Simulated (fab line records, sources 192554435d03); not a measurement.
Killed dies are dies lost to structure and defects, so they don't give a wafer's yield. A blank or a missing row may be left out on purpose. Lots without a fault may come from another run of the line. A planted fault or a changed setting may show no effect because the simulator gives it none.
fab line records | flow n5_finfet
record lots=7 wafers=39
route steps=1938 shown FIN_SAQP@138 DUMMY_GATE@237 SD_EPI_P@321 HKMG_FIN@438
start_h: hours from the record's first day to the start of the lot's first wafer shown | wait_h: hours since the lot's step before | " the same as in the row above | L1.1+2: a row that stands for several wafers | - no value, or no start given | * or withheld: withheld | < > ~ a bound
route shown NAME@n: a module of which the file shows steps, and the number in the route of the first | usual: mean/standard deviation of fault-free wafers | same: alike in all rows | chamber/n: place in a boat | sites: the reading at each site | _std_site: their standard deviation | _edge_site: outer sites' mean less inner sites' | radius_mm: how far each site lies from the wafer's centre | mask NAME#n: copy n | behind: the tool/chamber that last shaped the wafer | hold: why the lot was held/for how many hours/how that ended | device: the transistor (n, p or np) that didn't switch | end of line: the same wafers' tests at the end of the route | a step without rows: its recipe alone | killed: dies lost to structure and defects at the first sort, not the wafer's yield | map: a wafer's dies, x killed, . not, _ none there
set.NAME: the setting as run; set.NAME@STEP: as run at that earlier step | model.NAME: the simulator's own value behind a step, which no gauge read
lots whose settings were changed on purpose; a table a step, a row a wafer
## steps
# step N5_FIN_SAQP_SPACER2_ALD_28
# recipe material=SiO2 target_thk_a=81 temp_c=300 ald_precursor_family=BDEAS ald_co_reactant=O2-plasma pulse_time_s=1 purge_time_s=2 co_reactant_purge_time_s=2 pressure_torr=2
# columns lot.wafer tool chamber start_h wait_h set.target_thk_a model.SiO2_of_FIN_SAQP_SPACER2_ALD_28.thk_nm
L076.1+3+6 ald_sin-04 0,2,1 37.39 0.1 85.84 8.6
L076.2+5 " 3,2 " " 81 8.2
L076.4 " 1 " " 81 8
L077.1+4 ald_sin-01 1,3 44.34 0.2 81 8
L077.2 " 2 " " 81 8.2
L077.3+5+6 " 0,0,3 " " 86.37 8.6
L081.1+4 ald_sin-04 1,2 74.68 2.2 81 8
L081.2 " 3 " " 81 8.2
L081.3+5+6 " 0,0,1 " " 91.79 9.2
L083.1+6 ald_sin-04 2 79.74 0.4 81 8.2
L083.2+3+4+5 " 3,1,0,3 " " 81 8
L086.1+4+5 ald_sin-03 1,3,2 98.15 1.1 69.48 7
L086.2+3+6 " 2,0,3 " " 81 8.2
L090.1+5+6 ald_sin-01 1,1,2 120.79 0.1 81 8
L090.2+3+4 " 0,3,2 " " 74.27 7.4
L097.1 ald_sin-01 2 164.05 0.1 81 8.2
L097.3+6 " 3,0 " " 81 8
# step N5_FIN_SAQP_SPACER2_ETCHBACK_29
# recipe chemistry=CHF3/O2 mode=anisotropic_etchback target=SiO2 target_depth_a=122 time_s=6.1 pressure_mtorr=30 source_w=650 bias_w=170 Ar_flow_sccm=200 CHF3_flow_sccm=50 O2_flow_sccm=5 ion_energy_ev=200
# step N5_FIN_SAQP_MANDREL2_REMOVE_60
# recipe chemistry=HBr/Cl2/O2 bt_time_s=10 target=a-Si stop_on=SiNx endpoint=OES-SiCl over_etch_frac=1 icp_w=600 bias_w=22 HBr_flow_sccm=150 Cl2_flow_sccm=80 O2_flow_sccm=5 pressure_mtorr=10
# columns lot.wafer tool chamber start_h wait_h set.target_thk_a@FIN_SAQP_SPACER2_ALD_28 model.FIN_SAQP.cd_nm
L076.1 rie_si-02 0 37.90 0.1 85.84 8.4
L076.2+4+5 " 3,1,0 " " 81 8.2
L076.3+6 " 2,3 " " 85.84 8.8
L077.1+4 rie_si-02 0,1 44.82 0.1 81 8
L077.2 " 2 " " 81 8.2
L077.3+6 " 3 " " 86.37 8.8
L077.5 " 0 " " 86.37 8.6
L081.1 rie_si-02 1 75.12 0.1 81 8.2
L081.2+4 " 0,3 " " 81 8
L081.3+5+6 " 2,1,2 " " 91.79 9.2
L083.1 rie_si-02 3 80.15 0.1 81 8
L083.2+3+4+5+6 " 0,1,2,2,1 " " 81 8.2
L086.1+4+5 rie_si-02 1,3,3 98.57 0.1 69.48 7
L086.2+6 " 0 " " 81 8.2
L086.3 " 2 " " 81 8.4
L090.1+5 rie_si-04 0,3 121.20 0.1 81 8.2
L090.2 " 1 " " 74.27 7.2
L090.3+4 " 3,2 " " 74.27 7.4
L090.6 " 2 " " 81 8
L097.1+3+6 rie_si-02 3,2,3 164.46 0.1 81 8.2
# step N5_FIN_SAQP_CD_MEAS_31
# recipe target_cd_nm=8 landing_energy_ev=1000 detector=se_inlens polarity=line
# usual cd_nm=8.10/0.23
# columns lot.wafer tool chamber start_h wait_h set.target_thk_a@FIN_SAQP_SPACER2_ALD_28 cd_nm
L076.1 cd_sem-02 0 38.01 0.1 85.84 8.28
L076.2 " 0 " " 81 8.48
L076.3 " 0 " " 85.84 8.58
L076.4 " 0 " " 81 7.95
L076.5 " 0 " " 81 8.08
L076.6 " 0 " " 85.84 8.66
L077.1 cd_sem-02 0 44.93 0.1 81 7.58
L077.2 " 0 " " 81 7.93
L077.3 " 0 " " 86.37 8.66
L077.4 " 0 " " 81 8.01
L077.5 " 0 " " 86.37 8.38
L077.6 " 0 " " 86.37 8.63
L081.1 cd_sem-03 0 75.23 0.1 81 8.01
L081.2 " 0 " " 81 7.94
L081.3 " 0 " " 91.79 9.28
L081.4 " 0 " " 81 8.31
L081.5 " 0 " " 91.79 8.99
L081.6 " 0 " " 91.79 9.18
L083.1 cd_sem-02 0 80.26 0.1 81 7.81
L083.2 " 0 " " 81 8.58
L083.3 " 0 " " 81 7.70
L083.4 " 0 " " 81 8.34
L083.5 " 0 " " 81 8.12
L083.6 " 0 " " 81 8.21
L086.1 cd_sem-03 0 98.67 0.1 69.48 6.59
L086.2 " 0 " " 81 8.38
L086.3 " 0 " " 81 8.43
L086.4 " 0 " " 69.48 6.97
L086.5 " 0 " " 69.48 7.11
L086.6 " 0 " " 81 8.02
L090.1 cd_sem-01 0 121.31 0.1 81 8.19
L090.2 " 0 " " 74.27 7.17
L090.3 " 0 " " 74.27 7.27
L090.4 " 0 " " 74.27 7.38
L090.5 " 0 " " 81 8.53
L090.6 " 0 " " 81 7.96
L097.1 cd_sem-01 0 164.57 0.1 81 8.14
L097.3 " 0 " " 81 8.24
L097.6 " 0 " " 81 8.57
# step N5_FIN_SAQP_HM_OPEN_33
# recipe chemistry=CH3F/O2 target=SiNx mask_material=SiO2 target_depth_a=494 time_s=70.6 pressure_mtorr=30 source_w=395 bias_w=73 Ar_flow_sccm=150 CH3F_flow_sccm=30 O2_flow_sccm=20 ion_energy_ev=120 ends=cleared
# columns lot.wafer tool chamber start_h wait_h set.target_thk_a@FIN_SAQP_SPACER2_ALD_28 model.FIN_SAQP.cd_nm
L076.1 rie_diel-04 2 38.08 0.1 85.84 8.4
L076.2 " 3 " " 81 8.4
L076.3 " 1 " " 85.84 9
L076.4+5 " 3,1 " " 81 8.2
L076.6 " 2 " " 85.84 8.6
L077.1 rie_diel-01 0 45.03 0.1 81 8
L077.2 " 2 " " 81 8.4
L077.3+6 " 3,0 " " 86.37 8.8
L077.4 " 1 " " 81 8.2
L077.5 " 3 " " 86.37 8.6
L081.1 rie_diel-04 2 75.35 0.1 81 8
L081.2+4 " 0,3 " " 81 8.2
L081.3+6 " 1,3 " " 91.79 9.4
L081.5 " 2 " " 91.79 9
L083.1+2+4+5+6 rie_diel-04 0,1,3,3,0 80.31 0.0 81 8.2
L083.3 " 2 " " 81 8
L086.1+4+5 rie_diel-04 3,0,2 98.72 0.0 69.48 7
L086.2+3+6 " 1,2,1 " " 81 8.2
L090.1 rie_diel-04 3 121.36 0.0 81 8.4
L090.2 " 0 " " 74.27 7.2
L090.3+4 " 2,1 " " 74.27 7.4
L090.5+6 " 0,3 " " 81 8.2
L097.1+3+6 rie_diel-05 0,3,0 164.75 0.2 81 8.4
# step N5_FIN_SAQP_ETCH_34
# recipe chemistry=C4F6/O2 target=SiO2 target_depth_a=450 time_s=15 ion_energy_ev=250 pressure_mtorr=30 source_w=345 bias_w=185 Ar_flow_sccm=300 C4F6_flow_sccm=10 O2_flow_sccm=10 ends=cleared
# columns lot.wafer tool chamber start_h wait_h set.target_thk_a@FIN_SAQP_SPACER2_ALD_28 model.FIN_SAQP.cd_nm
L076.1 rie_diel-04 2 38.15 0.0 85.84 8.4
L076.2 " 3 " " 81 8.4
L076.3 " 1 " " 85.84 9
L076.4+5 " 3,1 " " 81 8.2
L076.6 " 2 " " 85.84 8.6
L077.1+4 rie_diel-01 0,1 45.10 0.0 81 8
L077.2 " 2 " " 81 8.4
L077.3 " 3 " " 86.37 9
L077.5+6 " 3,0 " " 86.37 8.8
L081.1 rie_diel-04 2 75.42 0.0 81 8
L081.2+4 " 0,3 " " 81 8.2
L081.3+6 " 1,3 " " 91.79 9.4
L081.5 " 2 " " 91.79 9.2
L083.1+2+4+6 rie_diel-04 0,1,3,0 80.38 0.0 81 8.2
L083.3 " 2 " " 81 8
L083.5 " 3 " " 81 8.4
L086.1 rie_diel-04 3 98.79 0.0 69.48 7.2
L086.2+6 " 1 " " 81 8.2
L086.3 " 2 " " 81 8
L086.4 " 0 " " 69.48 7
L086.5 " 2 " " 69.48 6.8
L090.1 rie_diel-04 3 121.43 0.0 81 8.4
L090.2+3+4 " 0,2,1 " " 74.27 7.4
L090.5+6 " 0,3 " " 81 8.2
L097.1 rie_diel-05 0 164.82 0.0 81 8.6
L097.3 " 3 " " 81 8.2
L097.6 " 0 " " 81 8.4
# step N5_FIN_SAQP_STRIP_77
# recipe chemistry=N2/H2 time_s=90 power_w=100 temp_c=40 pressure_mtorr=100 rf_frequency_hz=6e+07 bias_power_w=3 n2_flow_sccm=300 h2_flow_sccm=300
# step N5_FIN_SAQP_HM_CD_35
# recipe target_cd_nm=8 polarity=line
# usual cd_nm=8.16/0.27
# columns lot.wafer tool chamber start_h wait_h set.target_thk_a@FIN_SAQP_SPACER2_ALD_28 cd_nm
L076.1 cd_sem-02 - 38.30 0.1 85.84 8.20
L076.2 " - " " 81 8.58
L076.3 " - " " 85.84 8.92
L076.4 " - " " 81 8.17
L076.5 " - " " 81 8.56
L076.6 " - " " 85.84 8.77
L077.1 cd_sem-02 - 45.26 0.1 81 8.07
L077.2 " - " " 81 8.36
L077.3 " - " " 86.37 9.08
L077.4 " - " " 81 8.21
L077.5 " - " " 86.37 9.37
L077.6 " - " " 86.37 8.79
L081.1 cd_sem-01 - 75.56 0.1 81 8.06
L081.2 " - " " 81 8.09
L081.3 " - " " 91.79 9.32
L081.4 " - " " 81 8.13
L081.5 " - " " 91.79 9.32
L081.6 " - " " 91.79 9.33
L083.1 cd_sem-01 - 80.52 0.1 81 8.20
L083.2 " - " " 81 8.01
L083.3 " - " " 81 7.71
L083.4 " - " " 81 8.02
L083.5 " - " " 81 8.31
L083.6 " - " " 81 8.49
L086.1 cd_sem-02 - 98.94 0.1 69.48 6.86
L086.2 " - " " 81 7.97
L086.3 " - " " 81 8.26
L086.4 " - " " 69.48 6.66
L086.5 " - " " 69.48 6.91
L086.6 " - " " 81 8.09
L090.1 cd_sem-03 - 121.57 0.1 81 8.59
L090.2 " - " " 74.27 7.16
L090.3 " - " " 74.27 7.40
L090.4 " - " " 74.27 7.39
L090.5 " - " " 81 8.08
L090.6 " - " " 81 8.27
L097.1 cd_sem-02 - 164.97 0.1 81 8.25
L097.3 " - " " 81 7.97
L097.6 " - " " 81 8.61
# step N5_DUMMY_GATE_ETCH_37
# recipe chemistry=N2/H2 target=SOC target_depth_a=600 overetch_a=300 temp_c=40 ion_energy_ev=200 pressure_mtorr=30 source_w=840 bias_w=150 n2_flow_sccm=200 h2_flow_sccm=200
# usual rf_vpp_V=524/3
# columns lot.wafer tool chamber start_h wait_h set.source_w rf_vpp_V
L076.1 rie_diel-02 1 59.25 0.0 840 520
L076.2 " 2 " " 840 517
L076.3 " 3 " " 840 527
L076.4 " 3 " " 840 526
L076.5 " 1 " " 840 522
L076.6 " 2 " " 840 519
L077.1 rie_diel-02 1 67.41 0.0 840 522
L077.2 " 2 " " 891.2 507
L077.3 " 3 " " 840 527
L077.4 " 2 " " 891.2 508
L077.5 " 1 " " 840 522
L077.6 " 3 " " 891.2 518
L081.1 rie_diel-03 0 99.14 0.0 840 524
L081.2 " 3 " " 945.4 508
L081.3 " 2 " " 840 528
L081.4 " 1 " " 840 527
L081.5 " 3 " " 945.4 508
L081.6 " 0 " " 945.4 506
L083.1 rie_diel-06 3 102.96 0.0 840 524
L083.2 " 2 " " 840 525
L083.3 " 1 " " 840 527
L083.4 " 0 " " 840 525
L083.5 " 0 " " 840 525
L083.6 " 1 " " 840 527
L086.1 rie_diel-03 0 118.19 0.0 762 542
L086.2 " 1 " " 762 544
L086.3 " 2 " " 840 527
L086.4 " 3 " " 762 547
L086.5 " 2 " " 840 528
L086.6 " 3 " " 840 528
L090.1 rie_diel-03 1 140.94 0.0 840 526
L090.2 " 3 " " 925.7 513
L090.3 " 0 " " 925.7 508
L090.4 " 2 " " 840 526
L090.5 " 1 " " 925.7 508
L090.6 " 2 " " 840 528
L097.1 rie_diel-06 0 185.16 0.0 840 524
L097.3 " 3 " " 840 522
L097.6 " 0 " " 840 524
# step N5_SD_EPI_P_EPI_21
# recipe material=SiGe:B dopant=B temp_c=550 pressure_torr=20 ambient=H2 time_s=355
# columns lot.wafer tool chamber start_h wait_h set.pressure_torr model.SiGe-B_of_SD_EPI_P_EPI_21.thk_nm
L076.1 epi_rpcvd-03 0 67.86 0.1 20 60.8
L076.2+3+4+6 " 0 " " 20 59.8
L076.5 " 0 69.30 1.5 20 61.2
L077.1 epi_rpcvd-01 0 76.18 0.1 16.29 55.4
L077.2 " 0 " " 16.29 56
L077.3+5 " 0 " " 16.29 55.2
L077.4 " 0 " " 16.29 54.8
L077.6 " 0 " " 16.29 55.6
L081.1 epi_rpcvd-01 0 107.07 0.1 20 59.4
L081.2 " 0 " " 20 60.6
L081.3 " 0 " " 20 59.8
L081.4 " 0 " " 20 61
L081.5 " 0 " " 20 60.4
L081.6 " 0 " " 20 60
L083.1 epi_rpcvd-01 0 110.84 0.1 23.79 63.6
L083.2 " 0 " " 23.79 64.2
L083.3 " 0 " " 23.79 63.2
L083.4+6 " 0 " " 23.79 63.4
L083.5 " 0 " " 23.79 64.4
L086.1 epi_rpcvd-02 0 127.75 0.1 20 61.8
L086.2+3 " 0 " " 20 62
L086.4 " 0 " " 20 63
L086.5 " 0 " " 20 62.4
L086.6 " 0 " " 20 62.8
L090.1 epi_rpcvd-02 0 150.17 0.1 20 60.8
L090.2+6 " 0 " " 20 60.6
L090.3 " 0 " " 20 60.4
L090.4 " 0 " " 20 61.6
L090.5 " 0 " " 20 61.2
L097.1 epi_rpcvd-01 0 193.45 0.1 20 61.2
L097.3 " 0 " " 20 60.8
L097.6 " 0 195.25 1.8 20 60.6
# step N5_HKMG_FIN_ETCH_35
# recipe chemistry=N2/H2 target=SOC target_depth_a=2158 ion_energy_ev=65 bias_w=5 source_w=3000 time_s=243.4 pressure_mtorr=30 n2_flow_sccm=200 h2_flow_sccm=200
# columns lot.wafer tool chamber start_h wait_h set.target_depth_a model.SOC_of_HKMG_FIN_COAT_29.thk_nm model.HKMG_FIN.feature_depth_nm model.etch.depth_nm
L076.1 rie_diel-05 0 87.37 0.0 2158 94.2 207.6 207.6
L076.2 " 3 " " 2158 94.2 206.4 206.5
L076.3 " 2 " " 2357 62.2 239.6 239.6
L076.4 " 1 " " 2357 73.8 227.4 227.4
L076.5 " 1 " " 2357 76 226 226
L076.6 " 0 " " 2158 93.6 208.2 208.2
L077.1 rie_diel-05 0 96.33 0.0 2158 92.2 209 209.1
L077.2 " 3 " " 1942 113.4 187.2 187.2
L077.3 " 1 " " 2158 92.4 208.8 208.9
L077.4 " 2 " " 2158 78.4 222.4 222.4
L077.5 " 0 " " 1942 112.2 189.4 189.3
L077.6 " 3 " " 1942 115.2 186 185.9
L081.1 rie_diel-05 2 126.18 0.0 2158 75.2 225.2 225.3
L081.2 " 3 " " 2158 87.8 212.8 212.7
L081.3 " 1 " " 2158 90.2 210 210.1
L081.4 " 0 " " 2158 87.8 212.2 212.2
L081.5 " 3 " " 2158 88.4 212.4 212.4
L081.6 " 0 " " 2158 88.4 211.4 211.4
L083.1 rie_diel-05 3 130.78 0.0 2027 102.4 198.6 198.6
L083.2 " 0 " " 2158 92.8 208.2 208.1
L083.3 " 2 " " 2158 81.2 220.8 220.8
L083.4 " 1 " " 2027 103.8 197.2 197.2
L083.5 " 3 " " 2027 102.6 198.8 198.8
L083.6 " 2 " " 2158 81 220.2 220.3
L086.1 rie_diel-04 0 146.97 0.0 2281 72.6 226.8 226.9
L086.2 " 3 " " 2281 72.6 228.4 228.4
L086.3 " 2 " " 2158 96 204 204
L086.4 " 1 " " 2158 76.2 223.6 223.6
L086.5 " 2 " " 2158 97.8 202.6 202.5
L086.6 " 1 " " 2281 64.4 236.6 236.6
L090.1 rie_diel-01 3 169.35 0.0 2158 84.2 216.2 216.2
L090.2 " 1 " " 2158 85.8 215.6 215.5
L090.3 " 0 " " 2158 88.8 211.4 211.4
L090.4 " 2 " " 2158 84.6 216.4 216.5
L090.5 " 3 " " 2158 84.6 216.4 216.3
L090.6 " 0 " " 2158 89.4 211.6 211.5
L097.1 rie_diel-04 1 213.80 0.0 2158 81.6 220.2 220.2
L097.3 " 0 " " 2158 87 214.8 214.8
L097.6 " 0 " " 2158 86.6 214.8 214.7
# step N5_HKMG_FIN_STRIP_92
# recipe chemistry=N2/H2 material=SOC time_s=20 power_w=500 temp_c=40 pressure_mtorr=50 rf_frequency_hz=6e+07 bias_power_w=8 h2_frac=0.5 n2_flow_sccm=300 h2_flow_sccm=300
# columns lot.wafer tool chamber start_h wait_h set.target_depth_a@HKMG_FIN_ETCH_35 model.SOC_of_HKMG_FIN_COAT_29.thk_nm
L076.1 rie_diel-05 0 87.52 0.1 2158 84
L076.2 " 3 " " 2158 84.4
L076.3 " 2 " " 2357 51.8
L076.4 " 1 " " 2357 63.6
L076.5 " 1 " " 2357 66
L076.6 " 0 " " 2158 83.6
L077.1+3 rie_diel-05 0,1 96.48 0.1 2158 82.4
L077.2 " 3 " " 1942 104
L077.4 " 2 " " 2158 68
L077.5 " 0 " " 1942 102.4
L077.6 " 3 " " 1942 105.6
L081.1 rie_diel-05 2 126.33 0.1 2158 64.6
L081.2+4 " 3,0 " " 2158 77.8
L081.3 " 1 " " 2158 80
L081.5 " 3 " " 2158 78.6
L081.6 " 0 " " 2158 78.4
L083.1 rie_diel-05 3 130.92 0.1 2027 92.6
L083.2 " 0 " " 2158 83
L083.3 " 2 " " 2158 70.8
L083.4 " 1 " " 2027 93.8
L083.5 " 3 " " 2027 92.8
L083.6 " 2 " " 2158 70.6
L086.1 rie_diel-04 0 147.12 0.1 2281 62.4
L086.2 " 3 " " 2281 62.2
L086.3 " 2 " " 2158 86.4
L086.4 " 1 " " 2158 66
L086.5 " 2 " " 2158 88.2
L086.6 " 1 " " 2281 54
L090.1 rie_diel-01 3 169.50 0.1 2158 73.8
L090.2 " 1 " " 2158 75.8
L090.3 " 0 " " 2158 78.8
L090.4 " 2 " " 2158 74.4
L090.5 " 3 " " 2158 74.2
L090.6 " 0 " " 2158 79.6
L097.1 rie_diel-04 1 213.95 0.1 2158 71.4
L097.3 " 0 " " 2158 77
L097.6 " 0 " " 2158 76.6
## key
split step=N5_FIN_SAQP_SPACER2_ALD_28 setting=target_thk_a stated=81 by=wafer
response step=N5_FIN_SAQP_SPACER2_ALD_28 reading=model.SiO2_of_FIN_SAQP_SPACER2_ALD_28.thk_nm change=+0.0823 per=1% r=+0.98
response step=N5_FIN_SAQP_MANDREL2_REMOVE_60 reading=model.FIN_SAQP.cd_nm change=+0.0889 per=1% r=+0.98
response step=N5_FIN_SAQP_CD_MEAS_31 reading=cd_nm change=+0.0919 per=1% r=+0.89
response step=N5_FIN_SAQP_HM_OPEN_33 reading=model.FIN_SAQP.cd_nm change=+0.0868 per=1% r=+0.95
response step=N5_FIN_SAQP_ETCH_34 reading=model.FIN_SAQP.cd_nm change=+0.0881 per=1% r=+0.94
response step=N5_FIN_SAQP_HM_CD_35 reading=cd_nm change=+0.0946 per=1% r=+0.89
split step=N5_DUMMY_GATE_ETCH_37 setting=source_w stated=840 by=wafer
response step=N5_DUMMY_GATE_ETCH_37 reading=rf_vpp_V change=-1.69 per=1% r=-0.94
split step=N5_SD_EPI_P_EPI_21 setting=pressure_torr stated=20 by=lot
response step=N5_SD_EPI_P_EPI_21 reading=model.SiGe-B_of_SD_EPI_P_EPI_21.thk_nm change=+0.222 per=1% r=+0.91
split step=N5_HKMG_FIN_ETCH_35 setting=target_depth_a stated=2158 by=wafer
response step=N5_HKMG_FIN_ETCH_35 reading=model.SOC_of_HKMG_FIN_COAT_29.thk_nm change=-2.74 per=1% r=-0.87
response step=N5_HKMG_FIN_ETCH_35 reading=model.HKMG_FIN.feature_depth_nm change=+2.77 per=1% r=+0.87
response step=N5_HKMG_FIN_ETCH_35 reading=model.etch.depth_nm change=+2.77 per=1% r=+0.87
response step=N5_HKMG_FIN_STRIP_92 reading=model.SOC_of_HKMG_FIN_COAT_29.thk_nm change=-2.79 per=1% r=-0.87
